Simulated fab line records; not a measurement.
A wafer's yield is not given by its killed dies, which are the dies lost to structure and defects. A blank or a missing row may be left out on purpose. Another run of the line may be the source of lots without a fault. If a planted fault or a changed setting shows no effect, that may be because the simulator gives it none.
Struck lot and sound lot, side by side || flow n5-finfet || 33 steps out of a route of 1938
Sound: wafers L890.2, L890.4, L890.6. Struck: wafers L881.3, L881.4, L881.5. The cause is given at the end.
At each step with rows: each side's tool, then ch and its chambers, then its first start. Under that, the readings that differ: sound wafers || struck wafers || difference of the means || sigmas: that difference in standard deviations of wafers without a fault.
alike: readings with means less than 2 such deviations apart, plus words and numbers identical on both sides. not compared: withheld readings, readings lacking a value on some wafer, bounds such as >300 that could conceal the same value, and numbers that have no deviation in the record and whose values overlap.
The two part at a step that has a row with sigmas, a row that says differs or no value, or rows on one side only. Numbers that have no deviation but don't overlap get no sigmas and don't part them. Lack of a reading on every wafer of one side parts them only where that side has two or more wafers.

first, 1 step without rows for these wafers: N5_BEOL_M5_CMP_52 (polishes, stops on SiCOH lowk, t overpolish 6.9 s, target thk 62 nm).
N5_BEOL_M5_THK_MEAS_53: measures by xrf.
  struck on film-metro-01, day 10 04:52; sound on film-metro-01, day 13 02:13
  alike: M5_THK
then, 1 step without rows for these wafers: N5_BEOL_M5_PRE_CLEAN_77 (time 15 s).
N5_BEOL_M5_CO_CAP_78: material Co, precursor CCTBA/H2, target thk 2 nm, time 102.1 s.
  sound on cvd-co-02 ch 1,2, day 13 02:17; struck on cvd-co-01 ch 1,2, day 10 04:57
  alike: heater-power-w
  not compared: since-wet-clean-h
then, 1 step without rows for these wafers: N5_BEOL_M5_PRE_CLEAN_55 (time 15 s).
N5_BEOL_M5_DEP_56: deposits SiCN from 3MS/NH3, target thk 8 nm, time 14 s.
  sound on pecvd-02 ch 0,1,2, day 13 02:25; struck on pecvd-02 ch 0,1, day 10 05:05
  alike: chamber-pressure-Torr, rf-fwd-power-W, showerhead-plenum-p-Torr, throttle-valve-pct
  not compared: since-wet-clean-h
N5_BEOL_M5_RS_MEAS_57: uses a four-point probe to measure.
  struck on film-metro-02, day 10 05:10; sound on film-metro-01, day 13 02:29
  alike: M5_RS
N5_BEOL_M5_INSPECT_58: inspects for defects (darkfield).
  struck on defect-inspect-01, day 10 05:11; sound on defect-inspect-01, day 13 02:30
  alike: raw-defect-count
then, 1 step without rows for these wafers: N5_BEOL_M6_ILD_DEP_00 (deposits SiCOH lowk from DEMS/porogen, target thk 179.75 nm, time 33.4 s).
N5_BEOL_M6_CURE_74: cures SiCOH lowk, time 240 s.
  sound on uv-cure-02 ch 2, day 13 02:46; struck on uv-cure-03 ch 0, day 10 05:27
  alike: lamp-power-pct, wafer_temp_C_max
N5_BEOL_M6_THK_MEAS_01:
  struck on film-metro-02, day 10 05:48; sound on film-metro-01, day 13 03:36
  alike: M6_ILD_THK
then, 1 step without rows for these wafers: N5_BEOL_M6_PECVD_70 (deposits SiO2 from TEOS/O2, target thk 20 nm, time 22.7 s).
N5_BEOL_M6_HM_DEP_02: deposits TiN, target thk 20 nm.
  struck on pvd-sputter-02, day 10 06:41; sound on pvd-sputter-01, day 13 04:01
  no value came back on the struck wafers for chamber-pressure-pa (Pa), substrate-temp-c (C), throttle-valve-pct (%); on the sound wafers chamber-pressure-pa (Pa) reads 0.5014 0.5010 0.5018
then, 8 steps without rows for these wafers: N5_BEOL_M6_COAT_59 (time 60 s, resist thk 100 nm); N5_BEOL_M6_COAT_60 (time 60 s, resist thk 35 nm); N5_BEOL_M6_COAT_05 (resist thk 90 nm); N5_BEOL_M6_EBR_07; N5_BEOL_M6_SOFTBAKE_06 (time 60 s); N5_BEOL_M6_EXPOSE_08 (exposes mask M6); N5_BEOL_M6_PEB_09 (peb time 60 s); N5_BEOL_M6_DEVELOP_10 (develop time 30 s).
N5_BEOL_M6_CD_MEAS_11 targets a cd of 38.5 nm.
  sound on cd-sem-01 ch 0, day 13 04:31; struck on cd-sem-02 ch 0, day 10 07:11
  alike: cd-nm
N5_BEOL_M6_OVL_MEAS_12:
  sound on overlay-01 ch 0, day 13 04:33; struck on overlay-01 ch 0, day 10 07:13
  alike: M6_OVL
N5_BEOL_M6_INSPECT_13: inspects for defects (brightfield).
  struck on defect-inspect-02, day 10 07:14; sound on defect-inspect-01, day 13 04:35
{"reading": "raw-defect-count", "sound": "453 383 451", "struck": "218 228 224", "difference": -206, "sigmas": -2}
then, 2 steps without rows for these wafers: N5_BEOL_M6_DESCUM_16 (chemistry O2, time 7.9 s); N5_BEOL_M6_ETCH_61 (etches SiARC in CF4, target depth 45.5 nm, time 75.8 s).
N5_BEOL_M6_ETCH_62: etches SOC in N2/H2, target depth 110 nm, overetch 22 nm, time 165 s.
  sound on rie-diel-04 ch 0,2,3, day 13 04:42; struck on rie-diel-04 ch 0,2,3, day 10 07:28
  alike: chamber-pressure-mTorr, drypump-motor-current-A, oes-product-au, rf-vpp-V, showerhead-plenum-p-Torr, throttle-valve-pct
  not compared: rf-hours-counter-h
then, 1 step without rows for these wafers: N5_BEOL_M6_STRIP_68 (strips in N2/H2).
N5_BEOL_M6_STRIP_67: strips in CF4.
  sound on rie-diel-04 ch 0,2,3, day 13 04:51; struck on rie-diel-04 ch 0,2,3, day 10 07:37
  alike: bias-power-w, chamber-pressure-mTorr, drypump-motor-current-A, oes-product-au, rf-vpp-V, showerhead-plenum-p-Torr, throttle-valve-pct
  not compared: rf-hours-counter-h
N5_BEOL_M6_HM_OPEN_17: chemistry Cl2/BCl3, target TiN, target depth 20 nm, overetch 6 nm.
  sound on rie-metal-01 ch 0,1, day 13 04:53; struck on rie-metal-02 ch 0,1, day 10 07:42
{"reading": "oes_ar_750_au (a.u.)", "sound": "0.68 0.68 0.80", "struck": "1.00 0.81 1.00", "difference": "+0.22", "sigmas": "+2"}
{"reading": "oes-product-au (a.u.)", "sound": "0.58 0.59 0.69", "struck": "0.37 0.31 0.37", "difference": -0.27, "sigmas": -3}
{"reading": "throttle-valve-pct (%)", "sound": "22.19 22.20 22.28", "struck": "22.45 23.01 22.45", "difference": "+0.41", "sigmas": "+2"}
{"reading": "model.etch.depth-nm (nm)", "sound": "19.95 20.2 20.22", "struck": "0 0 0", "difference": -20, "sigmas": ""}
  alike: chamber-pressure-mTorr, drypump-motor-current-A
  not compared: rf-hours-counter-h
then, 1 step without rows for these wafers: N5_BEOL_M6_STRIP_19 (strips in O2).
N5_BEOL_M6_CD_MEAS_18: pitch 80 nm, target cd 40 nm.
  struck on cd-sem-03, day 10 07:52; sound on cd-sem-02, day 13 05:04
{"reading": "cd-nm (nm)", "sound": "40.5 40.4 39.8", "struck": "- - -", "difference": "no value on the struck wafers", "sigmas": ""}
then, 1 step without rows for these wafers: N5_BEOL_M6_COAT_63 (time 60 s, resist thk 60 nm).

## WHERE THEY PART
At N5_BEOL_M6_HM_DEP_02 first; at N5_BEOL_M6_CD_MEAS_18 last (within this record only).

WHY: what had been put in by the simulator
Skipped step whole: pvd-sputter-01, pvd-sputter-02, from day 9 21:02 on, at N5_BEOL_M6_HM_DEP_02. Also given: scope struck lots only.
